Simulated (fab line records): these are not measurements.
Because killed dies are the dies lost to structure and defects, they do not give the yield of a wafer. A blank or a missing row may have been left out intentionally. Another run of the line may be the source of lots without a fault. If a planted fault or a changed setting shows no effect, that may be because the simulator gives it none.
fab line records	flow nandHarc
record lots=12	wafers=36	lastDay=33
route steps=1302 shown A_CONTACT@1027 END@1302
lots with no fault: from the same line, run without faults
startH: the number of hours between the record's first day and the start of the first shown wafer of the lot	waitH: time in hours since the lot's previous step	" as in the row above	L1.1+2: one row covering several wafers at once	- either no value or no given start	* or withheld: withheld	< > ~ a bound
route shown NAME@n: NAME is a module with steps in the file, n the number in the route of the first one	usual: average and standard deviation across the fault-free wafers	same: alike in all rows	chamber/n: place in a boat	sites: the reading at each site	_std_site: how widely they spread, as a standard deviation	_edge_site: the outer-site mean with the inner-site mean subtracted	radiusMm: how far each site lies from the wafer's centre	mask NAME#n: copy n	behind: the last tool/chamber to shape the wafer	hold: why the lot went on hold/how many hours it stayed there/how the hold came to an end	device: transistor that didn't switch, given as n, p or np	end of line: the tests these same wafers got at the end of their route	a step with no rows: only its recipe	killed: count of dies lost to structure and defects at first sort (not the wafer's yield)	map: a wafer's dies, marking killed ones x, the rest . and places with no die _
set.NAME: setting as actually run; set.NAME@STEP: the setting as run at that earlier step	model.NAME: the simulator's own value behind a step, which no gauge read
the route's steps for a sample of lots (tables are steps, rows are wafers)
services: when a tool's chamber went out of use (startH, in hours from the record's first day, below 0 if earlier), for how many hours, and the reason
## steps
# step NHARC_A_CONTACT_DEP_57
# recipe targetThkA=53000	tempC=400	material=aC
# usual throttleValvePct=35.000/0.009
lot.wafer	tool	chamber	startH	waitH	throttleValvePct
L403.4	aclDep-02	0	513.82	-	35.010
L403.5	"	0	"	"	35.011
L403.6	"	0	"	"	34.990
L405.2	aclDep-01	0	527.87	-	35.011
L405.4	"	0	528.94	-	34.999
L405.5	"	0	"	"	34.996
L404.2	aclDep-02	0	530.17	-	34.995
L404.3	"	0	"	"	35.001
L404.6	"	0	532.34	-	35.000
L406.1	aclDep-03	0	543.83	-	35.009
L406.3	"	0	544.92	-	34.971
L406.6	"	0	546.56	-	34.996
L410.1	aclDep-02	0	586.34	-	35.003
L410.3	"	0	587.43	-	34.987
L410.5	"	0	588.51	-	35.000
L411.3	aclDep-03	0	592.57	-	35.012
L411.5	"	0	593.65	-	35.003
L411.6	"	0	"	"	34.996
L413.2	aclDep-02	0	603.85	-	34.998
L413.4	"	0	604.94	-	34.983
L413.5	"	0	"	"	35.000
L412.2	aclDep-03	0	607.17	-	35.013
L412.3	"	0	"	"	34.989
L412.6	"	0	609.34	-	35.005
L414.3	aclDep-01	0	621.12	-	35.005
L414.5	"	0	622.20	-	34.994
L414.6	"	0	"	"	34.990
L416.2	aclDep-02	0	648.62	-	35.000
L416.3	"	0	"	"	34.991
L416.6	"	0	650.76	-	35.003
L423.1	aclDep-03	0	709.25	-	34.992
L423.3	"	0	710.33	-	35.004
L423.4	"	0	"	"	34.998
L424.2	aclDep-02	0	721.06	-	35.021
L424.4	"	0	722.13	-	34.995
L424.6	"	0	723.21	-	34.991
# step NHARC_A_CONTACT_ETCH_76
# recipe targetDepthA=2600	overEtchFrac=0.3	timeS=475.3	ionEnergyEv=200	n2FlowSccm=150	h2FlowSccm=150	arFlowSccm=0	rfW=400	biasW=150	chemistry=N2/H2
# usual drypumpMotorCurrentA=5.6/0.5	oesProductAu=0.997/0.0084	rfVppV=431/3.4	runLengthS=496.7/0.39	showerheadPlenumPTorr=2.05/0.12	throttleValvePct=14.171/0.0086
lot.wafer	tool	chamber	startH	waitH	drypumpMotorCurrentA	oesProductAu	rfHoursCounterH	rfVppV	runLengthS	showerheadPlenumPTorr	throttleValvePct
L403.4	rieDiel-04	3	-	-	6.3	0.983	26	428	496.3	1.88	14.161
L403.6	"	2	"	"	5.6	0.987	-	429	496.9	1.99	14.172
L403.5	"	3	"	"	6.3	0.980	-	425	496.6	1.88	14.175
L405.2	rieDiel-04	1	-	-	5.6	0.993	29	435	496.9	2.16	14.177
L405.5	"	1	"	"	5.6	0.991	-	433	496.7	2.16	14.156
L405.4	"	3	"	"	6.3	0.980	-	425	496.7	1.88	14.177
L404.3	rieDiel-08	0	-	-	4.9	0.996	55	435	496.6	2.18	14.188
L404.2	"	1	"	"	5.7	1.003	39	426	496.5	1.88	14.166
L404.6	"	0	"	"	4.9	1.001	-	435	496.6	2.18	14.175
L406.3	rieDiel-04	3	-	-	6.3	1.010	1	424	496.6	1.88	14.166
L406.1	"	1	"	"	5.6	1.006	1	433	497.0	2.16	14.172
L406.6	"	3	"	"	6.3	1.002	-	427	496.6	1.88	14.162
L410.3	rieDiel-08	3	-	-	5.8	1.005	9	427	496.2	1.90	14.178
L410.1	"	0	"	"	4.8	1.011	10	434	496.1	2.17	14.160
L410.5	"	0	"	"	4.8	1.007	-	434	496.1	2.17	14.189
L411.3	rieDiel-04	0	-	-	4.9	0.990	11	433	497.0	2.15	14.175
L411.6	"	2	"	"	5.7	0.994	-	428	496.6	1.98	14.191
L411.5	"	3	"	"	6.3	1.011	-	426	497.0	1.88	14.166
L413.2	rieDiel-04	1	-	-	5.7	0.988	12	434	496.9	2.16	14.158
L413.4	"	3	"	"	6.3	0.994	12	428	496.5	1.88	14.168
L413.5	"	1	"	"	5.6	0.982	-	435	497.1	2.16	14.166
L412.3	rieDiel-08	1	-	-	5.7	1.002	15	436	496.0	2.21	14.175
L412.2	"	2	"	"	6.3	1.005	14	430	496.8	2.02	14.169
L412.6	"	3	"	"	5.9	1.002	-	425	496.3	1.90	14.174
L414.3	rieDiel-04	2	-	-	5.7	0.982	13	429	496.6	1.98	14.168
L414.6	"	2	"	"	5.7	0.991	-	429	496.8	1.98	14.183
L414.5	"	3	"	"	6.3	1.006	-	425	496.3	1.88	14.169
L416.2	rieDiel-08	3	-	-	5.9	1.011	26	426	496.3	1.90	14.150
L416.3	"	0	"	"	4.8	0.988	30	436	496.4	2.16	14.169
L416.6	"	2	"	"	6.3	0.994	-	430	497.2	2.01	14.176
L423.1	rieDiel-04	0	-	-	4.9	0.988	0	433	496.8	2.15	14.191
L423.3	"	1	"	"	5.6	0.980	0	433	497.1	2.15	14.173
L423.4	"	0	"	"	4.9	0.986	-	433	497.3	2.15	14.150
L424.4	rieDiel-04	1	-	-	5.6	0.996	1	434	496.9	2.15	14.175
L424.2	"	3	"	"	6.3	0.997	0	436	496.3	2.22	14.180
L424.6	"	1	"	"	5.6	0.996	-	433	497.0	2.15	14.177
# step NHARC_A_CONTACT_ETCH_78
# recipe targetDepthA=53000	overEtchFrac=0.3	timeS=1378	ionEnergyEv=150	o2FlowSccm=400	cosFlowSccm=20	arFlowSccm=0	rfW=500	biasW=300	chemistry=O2/COS
# usual cosFlowSccm=20.01/0.06	drypumpMotorCurrentA=5.6/0.51	oesProductAu=0.999/0.0079	rfVppV=314.5/2.5	runLengthS=1399.4/0.39	showerheadPlenumPTorr=3.15/0.17	throttleValvePct=28.331/0.0086
lot.wafer	tool	chamber	startH	waitH	cosFlowSccm	drypumpMotorCurrentA	oesProductAu	rfHoursCounterH	rfVppV	runLengthS	showerheadPlenumPTorr	throttleValvePct
L403.4	rieDiel-04	2	517.24	-	19.97	5.6	0.989	24	312.8	1400.0	3.05	28.331
L403.5	"	3	"	"	20.15	6.3	0.999	-	311.9	1399.3	2.90	28.331
L403.6	"	0	"	"	19.99	4.9	0.985	-	316.2	1399.9	3.29	28.325
L405.2	rieDiel-08	0	532.25	-	20.04	4.9	1.006	54	317.9	1399.0	3.32	28.335
L405.4	"	1	"	"	19.97	5.7	1.012	39	311.4	1398.9	2.90	28.336
L405.5	"	3	"	"	19.97	5.9	1.001	-	311.0	1398.6	2.93	28.331
L404.3	rieDiel-08	0	534.64	-	19.98	4.9	1.010	55	316.6	1399.1	3.32	28.333
L404.2	"	2	"	"	20.03	6.3	1.014	54	312.9	1399.5	3.10	28.313
L404.6	"	2	"	"	19.92	6.3	1.002	-	313.0	1399.5	3.10	28.332
L406.1	rieDiel-04	0	548.65	-	19.94	4.9	1.008	1	315.9	1399.4	3.29	28.328
L406.3	"	3	"	"	20.04	6.3	0.996	1	309.6	1399.3	2.90	28.330
L406.6	"	0	"	"	19.88	4.9	0.999	-	316.9	1399.9	3.29	28.341
L410.3	rieDiel-08	1	591.25	-	19.96	5.7	0.992	10	317.4	1398.8	3.37	28.325
L410.1	"	0	"	"	20.07	4.9	1.009	10	316.5	1399.1	3.31	28.334
L410.5	"	2	"	"	20.04	6.3	0.999	-	313.0	1399.5	3.09	28.339
L411.3	rieDiel-04	3	596.38	-	19.97	6.3	1.003	9	310.7	1399.1	2.90	28.319
L411.5	"	2	"	"	19.94	5.7	0.997	-	313.7	1399.4	3.04	28.322
L411.6	"	3	"	"	20.12	6.3	1.008	-	310.7	1399.5	2.90	28.336
L413.2	rieDiel-04	1	607.99	-	19.99	5.6	1.007	13	314.8	1399.7	3.29	28.326
L413.4	"	3	"	"	20.02	6.3	0.998	12	311.9	1399.7	2.89	28.324
L413.5	"	1	"	"	19.98	5.6	1.002	-	317.0	1399.9	3.29	28.338
L412.2	rieDiel-08	2	611.61	-	20.09	6.3	1.006	14	313.7	1399.6	3.09	28.327
L412.3	"	3	"	"	20.00	5.9	0.995	15	311.7	1399.0	2.93	28.333
L412.6	"	1	"	"	20.00	5.7	1.008	-	317.2	1399.3	3.36	28.323
L414.3	rieDiel-04	3	625.12	-	20.11	6.3	1.008	15	310.2	1399.2	2.89	28.332
L414.6	"	0	"	"	20.06	4.9	1.003	-	316.5	1399.6	3.28	28.330
L414.5	"	1	"	"	20.04	5.6	1.003	-	316.6	1399.5	3.29	28.332
L416.3	rieDiel-08	2	652.97	-	20.02	6.3	0.983	26	312.2	1399.9	3.08	28.323
L416.2	"	0	"	"	20.03	4.8	0.996	31	318.4	1398.8	3.30	28.329
L416.6	"	0	"	"	20.04	4.8	0.997	-	318.9	1398.9	3.30	28.333
L423.3	rieDiel-04	0	719.44	-	20.08	4.9	0.983	0	316.4	1070.0	3.27	28.323
L423.1	"	1	"	"	20.05	5.6	0.982	1	316.0	1399.6	3.28	28.339
L423.4	"	0	"	"	20.06	4.9	0.995	-	319.0	1070.5	3.27	28.337
L424.2	rieDiel-04	0	725.25	-	20.06	4.9	0.988	2	315.6	1070.3	3.27	28.339
L424.4	"	2	"	"	20.01	5.6	0.978	2	313.0	1399.5	3.03	28.323
L424.6	"	3	"	"	20.02	6.3	0.994	-	318.4	1399.3	3.37	28.317
# step NHARC_A_CONTACT_ETCH_126
# recipe sourceW=withheld	pressureMtorr=20	biasV=3000	timeS=197	targetDepthA=19180	arFlowSccm=withheld	c4f8FlowSccm=withheld	o2FlowSccm=withheld	chemistry=C4F8/O2/Ar
# usual runLengthS=197/0
lot.wafer	tool	chamber	startH	waitH	rfHoursCounterH	runLengthS
L403.4	harCapEtch-02	0	518.32	0.1	-	197
L403.6	"	0	"	"	-	197
L403.5	"	1	"	"	-	197
L405.2	harCapEtch-01	0	533.49	0.1	4	197
L405.4	"	1	"	"	-	197
L405.5	"	1	"	"	-	197
L404.2	harCapEtch-03	1	536.14	0.1	49	197
L404.3	"	0	"	"	-	197
L404.6	"	0	"	"	-	197
L406.1	harCapEtch-03	0	550.01	0.1	52	197
L406.3	"	0	"	"	-	197
L406.6	"	1	"	"	-	197
L410.1	harCapEtch-01	1	592.57	0.1	16	197
L410.3	"	1	"	"	-	197
L410.5	"	1	"	"	-	197
L411.3	harCapEtch-03	0	597.66	0.1	-	197
L411.6	"	0	"	"	-	197
L411.5	"	1	"	"	-	197
L413.2	harCapEtch-01	0	609.33	0.1	19	197
L413.4	"	1	"	"	-	197
L413.5	"	0	"	"	-	197
L412.2	harCapEtch-03	0	612.76	0.1	63	197
L412.3	"	0	"	"	-	197
L412.6	"	1	"	"	-	197
L414.3	harCapEtch-02	0	626.40	0.2	-	197
L414.6	"	1	"	"	-	197
L414.5	"	0	"	"	-	197
L416.2	harCapEtch-02	1	654.48	0.1	116	197
L416.3	"	0	"	"	-	197
L416.6	"	1	"	"	-	197
L423.1	harCapEtch-03	1	720.85	0.1	83	197
L423.4	"	0	"	"	-	197
L423.3	"	1	"	"	-	197
L424.2	harCapEtch-01	1	726.47	0.1	39	197
L424.4	"	0	"	"	-	197
L424.6	"	1	"	"	-	197
# step NHARC_END_SORT_01
# recipe tempC=25
# usual killedAtArray=55/17	killedAtOther=1.1/1.4	killedAtPeriphery=3.9/3	killedDies=59/17	killedOpen=3.5/2	killedShort=2.6/1.6
# same grossDies=677
lot.wafer	tool	chamber	startH	waitH	killedAtArray	killedAtOther	killedAtPeriphery	killedDies	killedOpen	killedShort
L423.1	prober-02	0	779.76	2.6	53	0	3	56	2	2
L423.3	prober-02	0	781.37	3.1	449	1	11	461	1	3
L423.4	prober-02	0	782.17	3.4	436	3	11	450	4	5
L424.2	prober-01	0	788.95	2.8	459	4	2	465	4	0
L424.4	prober-01	0	790.56	3.4	58	1	5	64	0	3
L424.6	prober-01	0	792.18	4.0	57	0	1	58	3	2
# killed by level:class
L423.1 A_CHANNEL_HOLE_D2:chamberFilmFlake=22 A_CHANNEL_HOLE_D1:chamberFilmFlake=12 A_CONTACT:chamberFilmFlake=8 A_SLIT:chamberFilmFlake=7 A_STAIRCASE:chamberFilmFlake=2 P_M0:geometricParticle:short=1 P_M2:geometricParticle:short=1 A_ONON_D1:geometricParticle:open=1
L423.3 A_CONTACT:areaEtch=397 A_CHANNEL_HOLE_D2:chamberFilmFlake=18 A_CHANNEL_HOLE_D1:chamberFilmFlake=17 A_CONTACT:chamberFilmFlake=8 P_GATE:chamberFilmFlake=6 A_SLIT:chamberFilmFlake=5 P_STI:chamberFilmFlake=2 P_M2:geometricParticle:open=1
L423.4 A_CONTACT:areaEtch=381 A_CHANNEL_HOLE_D2:chamberFilmFlake=24 A_CONTACT:chamberFilmFlake=11 A_CHANNEL_HOLE_D1:chamberFilmFlake=10 P_GATE:chamberFilmFlake=5 THIN_TSV:chamberFilmFlake=3 A_STAIRCASE:chamberFilmFlake=3 P_M0:geometricParticle:short=2
L424.2 A_CONTACT:areaEtch=391 A_CHANNEL_HOLE_D2:chamberFilmFlake=27 A_CHANNEL_HOLE_D1:chamberFilmFlake=21 A_SLIT:chamberFilmFlake=8 A_CONTACT:chamberFilmFlake=5 HYBRID_BOND:chamberFilmFlake=4 A_STAIRCASE:chamberFilmFlake=3 P_CONTACT:geometricParticle:open=1
L424.4 A_CHANNEL_HOLE_D2:chamberFilmFlake=34 A_CHANNEL_HOLE_D1:chamberFilmFlake=13 A_SLIT:chamberFilmFlake=6 P_GATE:chamberFilmFlake=2 A_STAIRCASE:chamberFilmFlake=2 P_GATE:geometricParticle:short=1 A_ONON_D2:geometricParticle:short=1 A_WL_FILL:geometricParticle:short=1
L424.6 A_CHANNEL_HOLE_D2:chamberFilmFlake=25 A_CHANNEL_HOLE_D1:chamberFilmFlake=14 A_SLIT:chamberFilmFlake=8 A_CONTACT:chamberFilmFlake=4 P_M1:geometricParticle:open=1 A_ONON_D2:geometricParticle:short=1 A_ONON_D2:geometricParticle:open=1 A_STAIRCASE:geometricParticle:short=1
## services
tool	chamber	startH	hours	kind
rieDiel-04	-	495.09	1.9	repair
harCapEtch-01	-	497.00	17.0	pm
rieDiel-08	1	498.58	30.5	repair
rieDiel-04	-	509.26	0.9	repair
rieDiel-04	0	511.20	-	clean
rieDiel-04	1	511.20	-	clean
rieDiel-04	2	511.20	-	clean
rieDiel-04	3	511.20	-	clean
rieDiel-04	2	526.42	5.9	repair
aclDep-02	-	527.12	2.5	repair
rieDiel-04	-	531.96	9.0	pm
aclDep-01	-	551.26	13.0	pm
rieDiel-04	2	566.36	3.8	repair
rieDiel-04	-	569.09	5.3	repair
rieDiel-04	3	575.41	3.6	repair
rieDiel-04	-	601.30	0.3	repair
aclDep-02	-	610.81	13.0	pm
harCapEtch-01	-	616.27	0.9	repair
harCapEtch-02	-	631.68	0.3	repair
rieDiel-04	1	637.52	5.0	repair
rieDiel-08	1	649.11	6.7	repair
aclDep-03	-	665.88	13.0	pm
rieDiel-04	-	708.96	9.0	pm
rieDiel-08	-	724.64	9.0	pm
## key
firstSign step=NHARC_A_CONTACT_ETCH_78	reading=runLengthS	direction=down	sigmas=99+	usual=*	struck=*
effect step=NHARC_END_SORT_01	reading=killedDies	direction=up	sigmas=23	usual=59	struck=459
moreKillsBornAt NHARC_A_CONTACT_ETCH_78@rieDiel-04=1169
metAt NHARC_A_CONTACT_ETCH_78
struckLots L423,L424
struckWafers L423.3,L423.4,L424.2
laterRowsLeftOut L423.3,L423.4,L424.2
testerLeftOut L423,L424
notActingAt NHARC_A_CONTACT_DEP_57,NHARC_A_CONTACT_ETCH_76,NHARC_A_CONTACT_ETCH_126
onsetBetween 625.12 719.44
fault kind=processParameterDrift	tool=rieDiel-04	chamber=0	onsetH=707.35	steps=NHARC_A_CONTACT_ETCH_78	channel=timeS	offset=*	shape=step	endH=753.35	actsIn=*	stated=*
# testerLeftOut: of these lots the tester's yield and bins aren't shown, on N5 and GAA mostly nor the transistor test; their killed dies are dies lost to structure and defects alone, not to doping, threshold or leakage, so they don't give the yield
# laterRowsLeftOut: the simulator's readings of these wafers behind a module that went badly wrong aren't trusted and aren't shown, but for the sort
